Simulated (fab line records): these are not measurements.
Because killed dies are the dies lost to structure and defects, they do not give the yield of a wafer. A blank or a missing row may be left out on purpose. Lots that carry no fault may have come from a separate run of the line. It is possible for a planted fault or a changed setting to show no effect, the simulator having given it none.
fab line records -- flow n5Finfet
record: lots: 6, wafers: 18, lastDay: 17
route steps=1938 shown BEOL_M0_SAQP@635 BEOL_M4@1111 PASSIVATION@1936
lots untouched by any fault: they come from a run of this same line in which no faults occurred
startH: the number of hours between the record's first day and the start of the first shown wafer of the lot -- waitH: hours elapsed since this lot's preceding step -- " unchanged from the row above -- L1.1+2: a single row standing in for several wafers -- - no value, or no start was given -- * or withheld: withheld -- < > ~ a bound
route shown NAME@n: names a module that has steps shown in the file, with the first one's number in the route -- usual: the fault-free wafers' mean and standard deviation -- same: alike in all rows -- chamber/n: place in a boat -- sites: readings site by site -- _std_site: their standard deviation -- _edge_site: the outer-site mean with the inner-site mean subtracted -- radiusMm: how far each site lies from the wafer's centre -- mask NAME#n: copy n -- behind: the last tool/chamber to shape the wafer -- hold: reason for holding the lot/hours on hold/outcome of the hold -- device: the n, p or np transistor that did not switch -- end of line: the route-end tests of the same wafers -- a step without rows: its recipe alone -- killed: the dies lost at the first sort to structure and to defects; this is not the yield of the wafer -- map: dies across one wafer; x = killed, . = not, _ = none there
set.NAME: the run value of the setting; set.NAME@STEP: its run value at that earlier step -- model.NAME: the simulator's own value behind a step, which no gauge read
lots seen at some steps along the route; tables by step, rows by wafer
services: from which hour (startH, from the record's first day; less than 0 if before it) a tool's chamber was out of use, for how many hours, and why
== steps ==
step: N5_BEOL_M0_SAQP_PECVD_03
recipe: material: SiCN, targetThkA: 120, tempC: withheld, precursor: 3MS/NH3, pressureTorr: 3, rfW: 202, timeS: 21.1
usual: rfFwdPowerW: 199.2/0.88, showerheadPlenumPTorr: 3.658/0.014, throttleValvePct: 9.0/0.58
lot.wafer,tool,chamber,startH,waitH,rfFwdPowerW,showerheadPlenumPTorr,throttleValvePct
L750.3,pecvd-04,2,112.25,0.1,200.2,3.650,8.8
L750.5,pecvd-04,2,112.25,0.1,200.8,3.654,8.5
L750.6,pecvd-04,1,112.25,0.1,200.1,3.650,9.6
L757.2,pecvd-04,1,154.53,0.1,199.1,3.642,9.9
L757.4,pecvd-04,2,154.53,0.1,200.7,3.657,8.7
L757.5,pecvd-04,1,154.53,0.1,198.1,3.658,10.1
L766.1,pecvd-03,0,212.17,0.1,197.1,3.654,9.2
L766.3,pecvd-03,2,212.17,0.1,199.2,3.672,8.1
L766.6,pecvd-03,1,212.17,0.1,199.3,3.673,9.0
L767.1,pecvd-02,1,216.17,0.1,199.4,3.654,9.2
L767.3,pecvd-02,0,216.17,0.1,198.5,3.650,9.0
L767.6,pecvd-02,0,216.17,0.1,198.4,3.645,8.9
L768.2,pecvd-04,0,222.17,0.1,199.9,3.660,9.6
L768.3,pecvd-04,2,222.17,0.1,200.8,3.652,8.4
L768.5,pecvd-04,0,222.17,0.1,199.9,3.636,9.2
L769.1,pecvd-04,1,231.52,0.1,199.5,3.638,9.8
L769.2,pecvd-04,0,231.52,0.1,200.1,3.644,9.5
L769.4,pecvd-04,2,231.52,0.1,199.6,3.658,8.8
step: N5_BEOL_M0_SAQP_PECVD_96
recipe: material: a-Si, targetThkA: 450, tempC: 350, precursor: SiH4/He, pressureTorr: 3, rfW: 100, timeS: 45.2
usual: heaterPowerOuterW: 387/57, heaterPowerW: 653/66, rfFwdPowerW: 99.1/0.35, showerheadPlenumPTorr: 5.64/0.051, throttleValvePct: 18.1/1.1
lot.wafer,tool,chamber,startH,waitH,heaterPowerOuterW,heaterPowerW,rfFwdPowerW,showerheadPlenumPTorr,throttleValvePct
L750.3,pecvd-04,2,112.28,0.0,389,718,99.1,5.62,17.5
L750.5,pecvd-04,2,112.28,0.0,387,705,99.1,5.60,17.3
L750.6,pecvd-04,1,112.28,0.0,374,633,99.1,5.58,19.7
L757.2,pecvd-04,1,154.56,0.0,410,679,99.6,5.60,19.5
L757.4,pecvd-04,2,154.56,0.0,376,682,99.4,5.61,17.5
L757.5,pecvd-04,1,154.56,0.0,409,697,99.4,5.59,19.5
L766.1,pecvd-03,0,212.20,0.0,331,571,99.1,5.62,18.0
L766.3,pecvd-03,2,212.20,0.0,503,784,98.9,5.70,16.2
L766.6,pecvd-03,1,212.20,0.0,305,547,99.2,5.70,18.2
L767.1,pecvd-02,1,216.21,0.0,370,686,98.8,5.60,18.2
L767.3,pecvd-02,0,216.21,0.0,360,610,98.6,5.59,17.7
L767.6,pecvd-02,0,216.21,0.0,355,622,98.7,5.59,17.7
L768.2,pecvd-04,0,222.20,0.0,343,595,99.4,5.59,19.1
L768.3,pecvd-04,2,222.20,0.0,369,688,99.7,5.64,17.8
L768.5,pecvd-04,0,222.20,0.0,349,597,99.1,5.59,19.1
L769.1,pecvd-04,1,231.55,0.0,421,688,99.5,5.57,19.6
L769.2,pecvd-04,0,231.55,0.0,403,688,99.1,5.60,19.3
L769.4,pecvd-04,2,231.55,0.0,338,631,99.6,5.62,17.5
step: N5_BEOL_M0_SAQP_PECVD_97
recipe: material: SiNx, targetThkA: 230, tempC: 350, precursor: SiH4/NH3/N2, pressureTorr: 1.5, rfW: 300, timeS: 19.9
usual: heaterPowerOuterW: 330/58, heaterPowerW: 577/67, rfFwdPowerW: 296.8/1.1, showerheadPlenumPTorr: 5.10/0.067, throttleValvePct: 39.6/2.4
lot.wafer,tool,chamber,startH,waitH,heaterPowerOuterW,heaterPowerW,rfFwdPowerW,showerheadPlenumPTorr,throttleValvePct
L750.3,pecvd-04,2,112.32,0.0,323,620,297.3,5.09,38.4
L750.5,pecvd-04,2,112.32,0.0,332,628,297.9,5.08,38.4
L750.6,pecvd-04,1,112.32,0.0,354,606,297.8,5.04,43.1
L757.2,pecvd-04,1,154.61,0.0,338,597,296.2,5.05,43.0
L757.4,pecvd-04,2,154.61,0.0,286,554,298.9,5.08,38.5
L757.5,pecvd-04,1,154.61,0.0,343,590,295.3,5.03,42.9
L766.1,pecvd-03,0,212.25,0.0,343,564,295.8,5.05,40.0
L766.3,pecvd-03,2,212.25,0.0,450,708,294.3,5.16,35.3
L766.6,pecvd-03,1,212.25,0.0,261,484,296.7,5.21,39.6
L767.1,pecvd-02,1,216.28,0.0,293,550,296.9,5.04,39.8
L767.3,pecvd-02,0,216.28,0.0,279,532,295.4,5.05,38.9
L767.6,pecvd-02,0,216.28,0.0,270,526,294.5,5.04,38.9
L768.2,pecvd-04,0,222.25,0.0,279,517,297.9,5.04,41.8
L768.3,pecvd-04,2,222.25,0.0,344,651,296.7,5.07,38.5
L768.5,pecvd-04,0,222.25,0.0,282,522,297.5,5.04,42.0
L769.1,pecvd-04,1,231.60,0.0,302,554,297.8,5.04,43.3
L769.2,pecvd-04,0,231.60,0.0,290,531,296.9,5.03,41.6
L769.4,pecvd-04,2,231.60,0.0,336,654,298.0,5.08,38.8
step: N5_BEOL_M0_SAQP_PECVD_04
recipe: material: a-Si, targetThkA: 600, tempC: 350, precursor: SiH4/He, pressureTorr: 3, rfW: 100, timeS: 60.2
usual: heaterPowerOuterW: 387/54, heaterPowerW: 655/65, rfFwdPowerW: 99.3/0.35, showerheadPlenumPTorr: 5.64/0.049, throttleValvePct: 18.0/1.1
lot.wafer,tool,chamber,startH,waitH,heaterPowerOuterW,heaterPowerW,rfFwdPowerW,showerheadPlenumPTorr,throttleValvePct
L750.3,pecvd-04,2,112.36,0.0,376,693,99.2,5.63,17.6
L750.5,pecvd-04,2,112.36,0.0,381,689,99.6,5.62,17.6
L750.6,pecvd-04,1,112.36,0.0,401,689,99.3,5.58,19.8
L757.2,pecvd-04,1,154.65,0.0,426,678,98.6,5.60,19.8
L757.4,pecvd-04,2,154.65,0.0,374,724,99.6,5.61,17.5
L757.5,pecvd-04,1,154.65,0.0,407,698,99.3,5.59,19.7
L766.1,pecvd-03,0,212.29,0.0,384,639,99.1,5.60,18.0
L766.3,pecvd-03,2,212.29,0.0,482,742,99.5,5.69,16.2
L766.6,pecvd-03,1,212.29,0.0,361,625,99.7,5.69,18.1
L767.1,pecvd-02,1,216.34,0.0,411,715,99.5,5.59,18.2
L767.3,pecvd-02,0,216.34,0.0,310,574,99.5,5.60,17.9
L767.6,pecvd-02,0,216.34,0.0,313,586,99.3,5.58,17.8
L768.2,pecvd-04,0,222.29,0.0,380,659,99.4,5.60,19.2
L768.3,pecvd-04,2,222.29,0.0,331,635,99.9,5.64,17.4
L768.5,pecvd-04,0,222.29,0.0,381,654,99.4,5.59,19.0
L769.1,pecvd-04,1,231.63,0.0,405,693,99.1,5.60,19.8
L769.2,pecvd-04,0,231.63,0.0,394,660,99.2,5.60,19.0
L769.4,pecvd-04,2,231.63,0.0,366,702,99.6,5.63,17.5
step: N5_BEOL_M0_SAQP_THK_MEAS_05
usual: thkNm: 60.0/0.9
lot.wafer,tool,chamber,startH,waitH,thkNm
L750.3,filmMetro-01,-,112.46,0.1,59.2
L750.5,filmMetro-01,-,112.46,0.1,61.0
L750.6,filmMetro-01,-,112.46,0.1,60.8
L757.2,filmMetro-01,-,154.74,0.1,59.4
L757.4,filmMetro-01,-,154.74,0.1,59.5
L757.5,filmMetro-01,-,154.74,0.1,61.2
L766.1,filmMetro-02,-,212.38,0.1,60.2
L766.3,filmMetro-02,-,212.38,0.1,59.2
L766.6,filmMetro-02,-,212.38,0.1,59.7
L767.1,filmMetro-02,-,216.47,0.1,59.4
L767.3,filmMetro-02,-,216.47,0.1,60.4
L767.6,filmMetro-02,-,216.47,0.1,60.7
L768.2,filmMetro-02,-,222.38,0.1,59.5
L768.3,filmMetro-02,-,222.38,0.1,60.2
L768.5,filmMetro-02,-,222.38,0.1,61.7
L769.1,filmMetro-02,-,231.73,0.1,59.8
L769.2,filmMetro-02,-,231.73,0.1,60.6
L769.4,filmMetro-02,-,231.73,0.1,60.1
step: N5_BEOL_M0_SAQP_HM_DEP_111
recipe: material: SiO2, targetThkA: 120, tempC: 400, precursor: SiH4/N2O, pressureTorr: 0.75, rfW: 275, timeS: 7.2
usual: heaterPowerOuterW: 481/66, heaterPowerW: 807/78, rfFwdPowerW: 272.6/1.2, showerheadPlenumPTorr: 8.04/0.14
lot.wafer,tool,chamber,startH,waitH,heaterPowerOuterW,heaterPowerW,rfFwdPowerW,showerheadPlenumPTorr
L750.3,pecvd-03,1,112.50,0.0,440,717,273.2,8.27
L750.5,pecvd-03,1,112.50,0.0,446,736,273.2,8.26
L750.6,pecvd-03,0,112.50,0.0,449,707,271.4,7.97
L757.2,pecvd-03,0,154.78,0.0,444,725,270.3,8.01
L757.4,pecvd-03,1,154.78,0.0,455,760,272.5,8.23
L757.5,pecvd-03,2,154.78,0.0,688,1016,272.7,8.20
L766.1,pecvd-02,0,212.42,0.0,460,771,273.0,7.95
L766.3,pecvd-02,0,212.42,0.0,444,749,272.2,7.95
L766.6,pecvd-02,1,212.42,0.0,438,785,273.2,7.94
L767.1,pecvd-02,1,216.51,0.0,513,869,272.0,7.96
L767.3,pecvd-02,0,216.51,0.0,373,680,271.8,7.93
L767.6,pecvd-02,1,216.51,0.0,513,866,272.6,7.96
L768.2,pecvd-03,0,222.42,0.0,467,742,272.7,7.98
L768.3,pecvd-03,2,222.42,0.0,666,959,273.1,8.21
L768.5,pecvd-03,2,222.42,0.0,670,972,273.6,8.21
L769.1,pecvd-04,1,231.77,0.0,565,897,271.5,7.95
L769.2,pecvd-04,2,231.77,0.0,487,846,274.3,8.03
L769.4,pecvd-04,2,231.77,0.0,491,869,273.6,8.04
step: N5_BEOL_M0_SAQP_COAT_81
recipe: resist: SOC, tempC: 250, timeS: 60, spinRpm: 1500, resistThkNm: 100
step: N5_BEOL_M0_SAQP_COAT_82
recipe: resist: SiARC, tempC: 220, timeS: 60, spinRpm: 1500, resistThkNm: 30
step: N5_BEOL_M0_SAQP_COAT_08
recipe: resist: CAR-ArF, spinRpm: 1500, resistThkNm: 90
step: N5_BEOL_M0_SAQP_EBR_10
recipe: solvent: PGMEA, ebrWidthMm: 1.5
step: N5_BEOL_M0_SAQP_SOFTBAKE_09
recipe: tempC: 110, timeS: 60, resist: CAR-ArF
step: N5_BEOL_M0_SAQP_EXPOSE_11
recipe: maskId: M0_CORE, na: 1.35, sourceShape: dipole, sigmaInner: 0.538, sigmaOuter: 0.738, polarization: te, targetCdNm: 42, doseMj: 55
step: N5_BEOL_M0_SAQP_PEB_12
recipe: pebTempC: withheld, pebTimeS: 60, resist: CAR-ArF
lot.wafer,tool,chamber,startH,waitH
L750.3+5+6,lithoTrack-04,0,112.88,0.0
L757.2+4+5,lithoTrack-05,0,155.03,0.0
L766.1+3+6,lithoTrack-05,0,212.82,0.1
L767.1+3+6,lithoTrack-05,0,216.91,0.1
L768.2+3+5,lithoTrack-02,0,222.80,0.0
L769.1+2+4,lithoTrack-04,0,232.15,0.1
step: N5_BEOL_M0_SAQP_DEVELOP_13
recipe: developTimeS: 30, developer: TMAH, resist: CAR-ArF, devTempC: 23, rinseLiquid: diw, dry: airSpin
step: N5_BEOL_M0_SAQP_CD_MEAS_14
recipe: targetCdNm: 42.5, landingEnergyEv: 500, detector: seInlens
usual: cdNm: 42.4/0.36
lot.wafer,tool,chamber,startH,waitH,cdNm
L750.3,cdSem-01,0,112.94,-,42.4
L750.5,cdSem-01,0,112.94,-,42.2
L750.6,cdSem-01,0,112.94,-,42.2
L757.2,cdSem-01,0,155.10,-,42.5
L757.4,cdSem-01,0,155.10,-,42.6
L757.5,cdSem-01,0,155.10,-,42.4
L766.1,cdSem-02,0,212.89,-,44.8
L766.3,cdSem-02,0,212.89,-,44.9
L766.6,cdSem-02,0,212.89,-,44.7
L767.1,cdSem-03,0,216.98,-,44.4
L767.3,cdSem-03,0,216.98,-,44.5
L767.6,cdSem-03,0,216.98,-,44.9
L768.2,cdSem-03,0,222.87,-,42.1
L768.3,cdSem-03,0,222.87,-,42.2
L768.5,cdSem-03,0,222.87,-,42.6
L769.1,cdSem-03,0,232.21,-,42.6
L769.2,cdSem-03,0,232.21,-,42.4
L769.4,cdSem-03,0,232.21,-,42.9
step: N5_BEOL_M0_SAQP_OVL_MEAS_15
recipe: pointsPerWafer: 44
usual: M0_CORE_OVL: 0.2/0.89
lot.wafer,tool,chamber,startH,waitH,M0_CORE_OVL[nm]
L750.3,overlay-02,0,112.97,0.0,-0.1
L750.5,overlay-02,0,112.97,0.0,-0.6
L750.6,overlay-02,0,112.97,0.0,1.2
L757.2,overlay-02,0,155.13,0.0,0.7
L757.4,overlay-02,0,155.13,0.0,-0.4
L757.5,overlay-02,0,155.13,0.0,-0.8
L766.1,overlay-01,0,212.92,0.0,-1.1
L766.3,overlay-01,0,212.92,0.0,-1.1
L766.6,overlay-01,0,212.92,0.0,0.3
L767.1,overlay-01,0,217.01,0.0,0.4
L767.3,overlay-01,0,217.01,0.0,-0.7
L767.6,overlay-01,0,217.01,0.0,0.8
L768.2,overlay-02,0,222.90,0.0,-0.7
L768.3,overlay-02,0,222.90,0.0,0.3
L768.5,overlay-02,0,222.90,0.0,0.3
L769.1,overlay-01,0,232.24,0.0,-0.2
L769.2,overlay-01,0,232.24,0.0,-0.4
L769.4,overlay-01,0,232.24,0.0,-0.4
step: N5_BEOL_M4_RC_MEAS_101
usual: DIBL_N: 36.8/2.1, DIBL_P: 37.1/2.2, IOFF_N: 0.18/0.037, IOFF_P: 0.23/0.041, ION_N: 682/13, ION_P: 467/8.6, SS_N: 71.7/0.61, SS_P: 73.5/0.6, VT_N: 248/3.4, VT_P: -249/3.5
lot.wafer,tool,chamber,startH,waitH,DIBL_N[mV/V],DIBL_P[mV/V],IOFF_N[nA/um],IOFF_P[nA/um],ION_N[uA/um],ION_P[uA/um],SS_N[mV/dec],SS_P[mV/dec],VT_N[mV],VT_P[mV]
L750.3,prober-01,0,169.41,0.3,38.1,36.8,0.16,0.22,689,472,72.0,73.2,249,-247
L750.5,prober-01,0,169.41,0.3,36.6,34.7,0.15,0.19,686,472,71.6,73.6,250,-250
L750.6,prober-01,0,169.41,0.3,38.5,37.1,0.18,0.22,684,465,72.7,73.1,248,-248
L757.2,prober-02,0,214.25,0.2,38.3,36.9,0.18,0.21,662,451,72.3,72.9,247,-253
L757.4,prober-02,0,214.25,0.2,39.5,39.2,0.21,0.26,681,461,71.9,74.3,246,-248
L757.5,prober-02,0,214.25,0.2,38.3,37.9,0.17,0.23,664,457,71.8,73.1,246,-249
L766.1,prober-02,0,264.23,0.0,37.7,38.2,0.18,0.28,679,470,72.0,74.0,248,-245
L766.3,prober-02,0,264.23,0.0,34.7,32.9,0.13,0.18,665,456,71.1,73.3,250,-251
L766.6,prober-02,0,264.23,0.0,36.5,35.6,0.16,0.23,658,463,71.5,73.6,253,-246
L767.1,prober-02,0,272.56,0.0,34.5,34.5,0.13,0.18,668,460,72.1,72.7,251,-252
L767.3,prober-02,0,272.56,0.0,33.6,33.3,0.12,0.17,674,463,71.5,73.3,252,-254
L767.6,prober-02,0,272.56,0.0,33.9,33.5,0.13,0.18,682,469,70.9,72.6,251,-250
L768.2,prober-02,0,281.90,0.2,36.4,37.1,0.18,0.24,692,474,71.3,73.0,247,-247
L768.3,prober-02,0,281.90,0.2,34.1,33.9,0.13,0.18,683,469,71.7,72.5,253,-250
L768.5,prober-02,0,281.90,0.2,35.1,35.6,0.16,0.21,684,466,71.7,73.9,248,-249
L769.1,prober-02,0,294.46,0.0,36.7,35.3,0.16,0.19,672,453,72.0,73.0,253,-251
L769.2,prober-02,0,294.46,0.0,34.5,34.7,0.14,0.19,665,464,70.5,73.2,250,-255
L769.4,prober-02,0,294.46,0.0,35.5,35.2,0.16,0.19,685,463,71.5,73.2,247,-251
step: N5_PASSIVATION_PROBE_49
usual: defectLimitedYield: 91.0/1.4, killed_at_M0_to_M3: 35/10, killed_at_M4_up: 13/6, killedAtContacts: 13/6.4, killedAtFrontEnd: 42/12, killedAtOther: 3.2/2.4, killedDies: 107/17, killedOpen: 69/13, killedShort: 33/7.3, sort_bin_5_function: 5.3/0.92, sort_bin_6_memory: 3.3/0.66, sortNPass: 1073/17, sortYieldPct: 90.9/1.4
same: grossDies: 1180, killedAtBackSide: 0, sort_bin_4_leakage[%]: 0, sort_bin_8_speed[%]: 0
lot.wafer,tool,chamber,startH,waitH,defectLimitedYield[%],killed_at_M0_to_M3,killed_at_M4_up,killedAtContacts,killedAtFrontEnd,killedAtOther,killedDies,killedOpen,killedShort,sort_bin_5_function[%],sort_bin_6_memory[%],sortNPass,sortYieldPct[%]
L766.1,prober-01,-,369.26,0.3,91.1,32,11,7,55,0,105,64,36,4.9,3.6,1075,91.1
killed by level:class
L766.1 BEOL_M2:geometricParticle:open=10 FIN_SAQP:geometricParticle:open=8 FIN_SAQP:geometricParticle:short=8 ILD0:geometricParticle:short=8 STI_FIN_REVEAL:geometricParticle:open=7 STARTING-WAFER:geometricParticle:short=7 BEOL_M0_SAQP:geometricParticle:short=7 MOL_CONTACT_COAG:geometricParticle:open=5
== services ==
tool,chamber,startH,hours,kind
pecvd-02,2,126.20,5.0,scheduledDown
pecvd-04,-,143.82,1.3,repair
pecvd-02,-,146.03,14.6,pm
pecvd-04,-,147.50,1.4,repair
pecvd-02,2,170.10,5.5,scheduledDown
pecvd-02,1,181.32,2.1,scheduledDown
pecvd-03,-,191.07,6.0,pm
pecvd-02,2,209.74,-,clean
pecvd-02,2,209.74,-,consumableReplace:showerhead
pecvd-02,2,209.74,29.0,scheduledDown
pecvd-02,2,209.74,29.0,ventCycle
== key ==
firstSign: step: N5_BEOL_M0_SAQP_CD_MEAS_14, reading: cdNm, direction: up, sigmas: 6.4, usual: 42.4, struck: 44.7
effect none on later readings
metAt N5_BEOL_M0_SAQP_PEB_12
struckWafers L766.1,L766.3,L766.6,L767.1,L767.3,L767.6
onsetBetween 155.03 212.82
alsoFits N5_BEOL_M0_SAQP_HM_DEP_111:pecvd-02
fault: kind: processParameterDrift, tool: lithoTrack-05, chamber: -, onsetH: 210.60, steps: N5_BEOL_M0_SAQP_PEB_12, channel: pebTimeS, offset: *, shape: step, endH: 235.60, scope: struckWafersOnly, actsIn: *, stated: *
